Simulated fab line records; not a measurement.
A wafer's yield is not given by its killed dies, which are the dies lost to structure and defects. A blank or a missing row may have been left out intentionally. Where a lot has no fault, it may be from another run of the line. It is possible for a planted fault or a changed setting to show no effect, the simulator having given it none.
Split-lot trial :: flow n5_finfet :: on a route of 1938 steps: 7 lots, 21 wafers read

== ABOUT THE SPLIT ==
At N5_BEOL_M11_PECVD_70 (deposits SiO2 from TEOS/O2, target thk 20 nm, time 22.7 s), the setting temp_c was moved away from the recipe's 400 C on 11 of the 21 wafers read, by -4.3% to +4.2%. This setting was run at the recipe's value on the other wafers.

== FROM THE SPLIT TO THE READING: what the file shows between them, 6 steps ==
- N5_BEOL_M11_ETCH_62: etches SOC in N2/H2, target depth 110 nm, overetch 22 nm, time 165 s (also split here: time_s)
- N5_BEOL_M11_EXPOSE_25: exposes mask V10 (also split here: dose_mj)
- N5_BEOL_M11_PEB_26: peb time 60 s
- N5_BEOL_M11_DEVELOP_27: develop time 30 s
- N5_BEOL_M11_CD_MEAS_28: target cd 70 nm
- N5_BEOL_M11_STRIP_77: strips in N2/H2, time 10 s

== THE READING ==
SiO2_of_BEOL_M11_PECVD_70.thk_nm (the simulator's own value, which no gauge read), in nm, at N5_BEOL_M11_HM_STRIP_39 (strips TiN in peroxide tin strip, target depth 25 nm, time 158 s). The file gives no usual value for it. Across the 10 wafers here that went through the recipe, the average is 19.9 nm and the standard deviation 0.31 nm.

wafer: L075.2
tool, chamber at the split: pecvd-01, 1
temp_c as run, C: 408.7
against the recipe: +2.2%
SiO2_of_BEOL_M11_PECVD_70.thk_nm, nm: 18.4
against lot-mates on the recipe: no lot-mate on the recipe

wafer: L075.3
tool, chamber at the split: pecvd-01, 0
temp_c as run, C: 408.7
against the recipe: +2.2%
SiO2_of_BEOL_M11_PECVD_70.thk_nm, nm: 18.6
against lot-mates on the recipe: no lot-mate on the recipe

wafer: L075.6
tool, chamber at the split: pecvd-01, 0
temp_c as run, C: 408.7
against the recipe: +2.2%
SiO2_of_BEOL_M11_PECVD_70.thk_nm, nm: 19
against lot-mates on the recipe: no lot-mate on the recipe

wafer: L083.1
tool, chamber at the split: pecvd-04, 2
temp_c as run, C: 400
against the recipe: recipe
SiO2_of_BEOL_M11_PECVD_70.thk_nm, nm: 19.6
against lot-mates on the recipe: -

wafer: L083.4
tool, chamber at the split: pecvd-04, 2
temp_c as run, C: 400
against the recipe: recipe
SiO2_of_BEOL_M11_PECVD_70.thk_nm, nm: 19.8
against lot-mates on the recipe: -

wafer: L083.5
tool, chamber at the split: pecvd-04, 1
temp_c as run, C: 383.4
against the recipe: -4.2%
SiO2_of_BEOL_M11_PECVD_70.thk_nm, nm: 21.8
against lot-mates on the recipe: +2.1

wafer: L087.2
tool, chamber at the split: pecvd-04, 0
temp_c as run, C: 382.7
against the recipe: -4.3%
SiO2_of_BEOL_M11_PECVD_70.thk_nm, nm: 21.8
against lot-mates on the recipe: +2.2

wafer: L087.3
tool, chamber at the split: pecvd-04, 1
temp_c as run, C: 400
against the recipe: recipe
SiO2_of_BEOL_M11_PECVD_70.thk_nm, nm: 19.6
against lot-mates on the recipe: -

wafer: L087.6
tool, chamber at the split: pecvd-04, 0
temp_c as run, C: 382.7
against the recipe: -4.3%
SiO2_of_BEOL_M11_PECVD_70.thk_nm, nm: 22.2
against lot-mates on the recipe: +2.6

wafer: L086.3
tool, chamber at the split: pecvd-02, 1,0
temp_c as run, C: 416.9
against the recipe: +4.2%
SiO2_of_BEOL_M11_PECVD_70.thk_nm, nm: 18
against lot-mates on the recipe: -2.2

wafer: L086.5
tool, chamber at the split: pecvd-02, 1,0
temp_c as run, C: 416.9
against the recipe: +4.2%
SiO2_of_BEOL_M11_PECVD_70.thk_nm, nm: 17.8
against lot-mates on the recipe: -2.4

wafer: L086.6
tool, chamber at the split: pecvd-02, 2
temp_c as run, C: 400
against the recipe: recipe
SiO2_of_BEOL_M11_PECVD_70.thk_nm, nm: 20.2
against lot-mates on the recipe: -

wafer: L091.2
tool, chamber at the split: pecvd-02, 1
temp_c as run, C: 413.4
against the recipe: +3.3%
SiO2_of_BEOL_M11_PECVD_70.thk_nm, nm: 18.4
against lot-mates on the recipe: -1.8

wafer: L091.5
tool, chamber at the split: pecvd-02, 0
temp_c as run, C: 413.4
against the recipe: +3.3%
SiO2_of_BEOL_M11_PECVD_70.thk_nm, nm: 18.4
against lot-mates on the recipe: -1.8

wafer: L091.3
tool, chamber at the split: pecvd-02, 0
temp_c as run, C: 400
against the recipe: recipe
SiO2_of_BEOL_M11_PECVD_70.thk_nm, nm: 20.2
against lot-mates on the recipe: -

wafer: L093.2
tool, chamber at the split: pecvd-01, 2
temp_c as run, C: 400
against the recipe: recipe
SiO2_of_BEOL_M11_PECVD_70.thk_nm, nm: 19.4
against lot-mates on the recipe: -

wafer: L093.5
tool, chamber at the split: pecvd-01, 1
temp_c as run, C: 400
against the recipe: recipe
SiO2_of_BEOL_M11_PECVD_70.thk_nm, nm: 20.4
against lot-mates on the recipe: -

wafer: L093.6
tool, chamber at the split: pecvd-01, 0
temp_c as run, C: 410.7
against the recipe: +2.7%
SiO2_of_BEOL_M11_PECVD_70.thk_nm, nm: 18.6
against lot-mates on the recipe: -1.3

wafer: L095.2
tool, chamber at the split: pecvd-01, 1,2
temp_c as run, C: 400
against the recipe: recipe
SiO2_of_BEOL_M11_PECVD_70.thk_nm, nm: 20
against lot-mates on the recipe: -

wafer: L095.6
tool, chamber at the split: pecvd-01, 1,2
temp_c as run, C: 400
against the recipe: recipe
SiO2_of_BEOL_M11_PECVD_70.thk_nm, nm: 20
against lot-mates on the recipe: -

wafer: L095.3
tool, chamber at the split: pecvd-01, 2
temp_c as run, C: 400
against the recipe: recipe
SiO2_of_BEOL_M11_PECVD_70.thk_nm, nm: 20.2
against lot-mates on the recipe: -
When a row names more than one chamber, that row covers several wafers, and the file does not tell which wafer ran in which chamber.

THE FIT
A straight line over all 21 wafers: SiO2_of_BEOL_M11_PECVD_70.thk_nm changes by -0.481 nm for each +1% of temp_c; r = -0.98; the points scatter about the line by 0.27 nm.
The same after taking each lot's own level away (the mean of its wafers on the recipe; 18 wafers): -0.538 nm for each +1%; r = -0.99; scatter 0.21 nm.
According to that fit, moving temp_c by its largest amount changes the reading by 2.3 nm.
The span of the lots' own levels, 19.60 to 20.20 nm, comes to 1.9 times the standard deviation stated above.
In other words, the slope is changed by the lot-to-lot level; the two fits disagree.
Check: with one of the wafers moved furthest among these (-4.3%) left out of the fit, the line predicts +2.37 nm for it against its lot-mates. It came out at +2.2 nm against them.

== FURTHER SPLITS ON THESE WAFERS ==
Other splits were also applied to these wafers ahead of the reading. Each is held against what the fit with the lots' levels taken away leaves over:
other split on the same wafers: N5_BEOL_M7_COAT_71 spin_rpm
wafers away from the commonest value: 6
r with SiO2_of_BEOL_M11_PECVD_70.thk_nm (lot level and that fit taken away): +0.35

other split on the same wafers: N5_BEOL_M7_DEP_56 time_s
wafers away from the commonest value: 9
r with SiO2_of_BEOL_M11_PECVD_70.thk_nm (lot level and that fit taken away): -0.43

other split on the same wafers: N5_BEOL_M8_ILD_DEP_00 time_s
wafers away from the commonest value: 5
r with SiO2_of_BEOL_M11_PECVD_70.thk_nm (lot level and that fit taken away): +0.01

other split on the same wafers: N5_BEOL_M9_COAT_05 spin_rpm
wafers away from the commonest value: 8
r with SiO2_of_BEOL_M11_PECVD_70.thk_nm (lot level and that fit taken away): +0.40

other split on the same wafers: N5_BEOL_M9_ETCH_62 time_s
wafers away from the commonest value: 8
r with SiO2_of_BEOL_M11_PECVD_70.thk_nm (lot level and that fit taken away): -0.37

other split on the same wafers: N5_BEOL_M11_ETCH_62 time_s
wafers away from the commonest value: 7
r with SiO2_of_BEOL_M11_PECVD_70.thk_nm (lot level and that fit taken away): -0.09

other split on the same wafers: N5_BEOL_M11_EXPOSE_25 dose_mj
wafers away from the commonest value: 5
r with SiO2_of_BEOL_M11_PECVD_70.thk_nm (lot level and that fit taken away): +0.43

== THE WHOLE CHAIN: every reading that the file lists as answering this split, in the file's order ==
step: N5_BEOL_M11_PECVD_70
what it does: deposits SiO2 from TEOS/O2, target thk 20 nm, time 22.7 s
reading: SiO2_of_BEOL_M11_PECVD_70.thk_nm (the simulator's own value, which no gauge read)
change (the file's fit): -0.548 nm for each +1% of the setting
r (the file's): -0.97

step: N5_BEOL_M11_HM_STRIP_39
what it does: strips TiN in peroxide tin strip, target depth 25 nm, time 158 s
reading: SiO2_of_BEOL_M11_PECVD_70.thk_nm (the simulator's own value, which no gauge read)
change (the file's fit): -0.531 nm for each +1% of the setting
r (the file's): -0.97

== THE FILE'S OWN FIT ==
SiO2_of_BEOL_M11_PECVD_70.thk_nm changes by -0.531 nm for each +1% of temp_c, r = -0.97.
